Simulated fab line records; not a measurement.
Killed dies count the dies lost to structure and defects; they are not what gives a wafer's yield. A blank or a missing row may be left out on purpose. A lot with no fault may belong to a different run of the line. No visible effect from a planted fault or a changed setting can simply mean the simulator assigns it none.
Split-lot trial | flow n5-finfet | 7 lots, 39 wafers read, on a route of 1938 steps

## ABOUT THE SPLIT
At N5_HKMG_FIN_ETCH_35 (etches SOC in N2/H2, target depth 215.8 nm, time 243.4 s), the setting target-depth-a was moved away from the recipe's 2158 angstrom on 18 of the 39 wafers read, by -59.3% to +39.7%. For the rest of the wafers, this setting stayed at what the recipe calls for.

The reading is taken at the split's own step.

## THE READING
HKMG_FIN.feature-depth-nm (the simulator's own value, which no gauge read), in nm, at N5_HKMG_FIN_ETCH_35 (etches SOC in N2/H2, target depth 215.8 nm, time 243.4 s). The file gives no usual value for it. The 21 wafers here that ran the recipe average 213.5 nm, standard deviation 5.9 nm.

wafer  | tool, chamber at the split | target-depth-a as run, angstrom | against the recipe | HKMG_FIN.feature-depth-nm, nm | against lot-mates on the recipe
L076.1 | rie-diel-02, 0             | 1280                            | -40.7%             | 129.6                         | -82.6
L076.2 | rie-diel-02, 2             | 2158                            | recipe             | 209                           | -
L076.3 | rie-diel-02, 1             | 2158                            | recipe             | 209.8                         | -
L076.4 | rie-diel-02, 1             | 1280                            | -40.7%             | 123                           | -89.2
L076.5 | rie-diel-02, 2             | 1280                            | -40.7%             | 124                           | -88.2
L076.6 | rie-diel-02, 0             | 2158                            | recipe             | 217.8                         | -
L078.1 | rie-diel-05, 1             | 1504                            | -30.3%             | 148.2                         | -62.5
L078.2 | rie-diel-05, 2             | 2158                            | recipe             | 221.8                         | -
L078.3 | rie-diel-05, 0             | 2158                            | recipe             | 204.6                         | -
L078.4 | rie-diel-05, 3             | 2158                            | recipe             | 205.6                         | -
L078.5 | rie-diel-05, 2             | 1504                            | -30.3%             | 154.2                         | -56.5
L078.6 | rie-diel-05, 1             | 1504                            | -30.3%             | 147.6                         | -63.1
L080.1 | rie-diel-01, 0             | 1515                            | -29.8%             | 152.4                         | -62.3
L080.2 | rie-diel-01, 2             | 2158                            | recipe             | 214.4                         | -
L080.3 | rie-diel-01, 1             | 1515                            | -29.8%             | 157.6                         | -57.1
L080.4 | rie-diel-01, 3             | 2158                            | recipe             | 215.4                         | -
L080.5 | rie-diel-01, 3             | 2158                            | recipe             | 214.4                         | -
L080.6 | rie-diel-01, 0             | 1515                            | -29.8%             | 152.6                         | -62.1
L082.3 | rie-diel-01, 3             | 2158                            | recipe             | 216.8                         | -
L082.4 | rie-diel-01, 1             | 2158                            | recipe             | 227                           | -
L082.5 | rie-diel-01, 0             | 2158                            | recipe             | 215.6                         | -
L084.1 | rie-diel-02, 3             | 2158                            | recipe             | 220.6                         | -
L084.2 | rie-diel-02, 1             | 879                             | -59.3%             | 85.4                          | -129.9
L084.3 | rie-diel-02, 2             | 879                             | -59.3%             | 85.4                          | -129.9
L084.4 | rie-diel-02, 0             | 2158                            | recipe             | 215.6                         | -
L084.5 | rie-diel-02, 2             | 2158                            | recipe             | 209.6                         | -
L084.6 | rie-diel-02, 3             | 879                             | -59.3%             | 89.2                          | -126.1
L091.1 | rie-diel-02, 1             | 2158                            | recipe             | 209.2                         | -
L091.2 | rie-diel-02, 3             | 1783                            | -17.4%             | 181.4                         | -25.3
L091.3 | rie-diel-02, 2             | 2158                            | recipe             | 205.4                         | -
L091.4 | rie-diel-02, 0             | 1783                            | -17.4%             | 180                           | -26.7
L091.5 | rie-diel-02, 1             | 1783                            | -17.4%             | 171.2                         | -35.5
L091.6 | rie-diel-02, 2             | 2158                            | recipe             | 205.4                         | -
L097.1 | rie-diel-02, 3             | 3014                            | +39.7%             | 309.6                         | +94.6
L097.2 | rie-diel-02, 0             | 2158                            | recipe             | 217                           | -
L097.3 | rie-diel-02, 1             | 3014                            | +39.7%             | 291.4                         | +76.4
L097.4 | rie-diel-02, 0             | 2158                            | recipe             | 217.8                         | -
L097.5 | rie-diel-02, 3             | 3014                            | +39.7%             | 310.8                         | +95.8
L097.6 | rie-diel-02, 1             | 2158                            | recipe             | 210.2                         | -

FIT RESULTS
A straight line over all 39 wafers: HKMG_FIN.feature-depth-nm changes by +2.16 nm for each +1% of target-depth-a; r = +0.99; the points scatter about the line by 5.8 nm.
The same after taking each lot's own level away (the mean of its wafers on the recipe; 39 wafers): +2.15 nm for each +1%; r = +0.99; scatter 5.3 nm.
Per that fit: largest target-depth-a move, reading shift of 1.3e+02 nm.
Measured against the standard deviation above, the lots' own levels, which go from 206.67 to 219.80 nm, span 2.2 times it.
The two slopes agree, so the slope changes little with the lot-to-lot level.
Check: -125 nm against its lot-mates is what the line predicts for one of the wafers moved furthest among these (-59.3%) when that wafer is left out of the fit. Against them it came out at -130 nm.

## ADDITIONAL SPLITS CARRIED BY THESE WAFERS
Other splits were also applied to these wafers ahead of the reading. Each is held against what the fit with the lots' levels taken away leaves over:
other split on the same wafers | wafers away from the commonest value | r with HKMG_FIN.feature-depth-nm (lot level and that fit taken away)
N5_SDB_HM_DEP_00 target-thk-a  | 12                                   | +0.15

## THE WHOLE CHAIN: every reading that the file lists as answering this split, in the file's order
step                | what it does                                             | reading                                                                         | change (the file's fit)              | r (the file's)
N5_HKMG_FIN_ETCH_35 | etches SOC in N2/H2, target depth 215.8 nm, time 243.4 s | SOC_of_HKMG_FIN_COAT_29.thk-nm (the simulator's own value, which no gauge read) | -2.1 nm for each +1% of the setting  | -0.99
N5_HKMG_FIN_ETCH_35 | etches SOC in N2/H2, target depth 215.8 nm, time 243.4 s | etch.depth-nm (the simulator's own value, which no gauge read)                  | +2.13 nm for each +1% of the setting | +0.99
N5_HKMG_FIN_ETCH_35 | etches SOC in N2/H2, target depth 215.8 nm, time 243.4 s | HKMG_FIN.feature-depth-nm (the simulator's own value, which no gauge read)      | +2.13 nm for each +1% of the setting | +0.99

## THE FILE'S OWN FIT
HKMG_FIN.feature-depth-nm changes by +2.13 nm for each +1% of target-depth-a, r = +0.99.
